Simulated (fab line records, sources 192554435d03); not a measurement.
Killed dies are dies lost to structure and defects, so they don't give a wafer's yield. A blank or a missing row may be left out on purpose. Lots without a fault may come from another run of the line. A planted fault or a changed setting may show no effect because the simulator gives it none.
Chamber matching | flow n5_finfet | N5_GATE_CUT_CMP_61 on cmp-03: 4 sister chambers
The step polishes, stops on SiNx, t overpolish 3 s. 4 wafers are shown with their chamber, then 9 later ones without.

WAFERS WITH THEIR CHAMBER
wafer  | chamber | motor_current_A (A)
L090.4 | 0       | 12.1
L092.2 | 3       | 13.1
L092.3 | 2       | 11.0
L092.5 | 1       | 11.9

WAFERS WITHOUT THEIR CHAMBER
wafer  | motor_current_A (A)
L093.1 | 12.6
L093.4 | 12.4
L093.6 | 12.4
L095.2 | 11.9
L095.3 | 12.2
L095.4 | 12.0
L097.2 | 12.0
L097.3 | 11.4
L097.4 | 13.2

WHICH CHAMBER EACH WENT THROUGH
wafer  | from the rows above          | in truth
L093.1 | can't be placed: 0 or 3 or 1 | 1
L093.4 | can't be placed: 0 or 1 or 3 | 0
L093.6 | can't be placed: 0 or 1 or 3 | 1
L095.2 | can't be placed: 1 or 0      | 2
L095.3 | can't be placed: 0 or 1      | 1
L095.4 | can't be placed: 0 or 1      | 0
L097.2 | can't be placed: 0 or 1      | 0
L097.3 | can't be placed: 2 or 1 or 0 | 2
L097.4 | 3                            | 3
Placed correctly: 1 of 9. Can't be placed from these rows: 8 (the true chamber is among the candidates in 7). Placed wrongly: 0.
How it was worked out, from the rows above alone: a wafer's distance from a chamber is the root of the sum, over the readings, of the square of ((its reading less the chamber's mean) divided by the reading's scatter). The wafer belongs to the nearest chamber; if the next one is less than 2 further off, it can't be placed. A chamber's mean is the mean of its shown wafers. The scatter: with one shown wafer a chamber, the root of the mean of the squares of how far each hidden wafer lies from its nearest shown one.
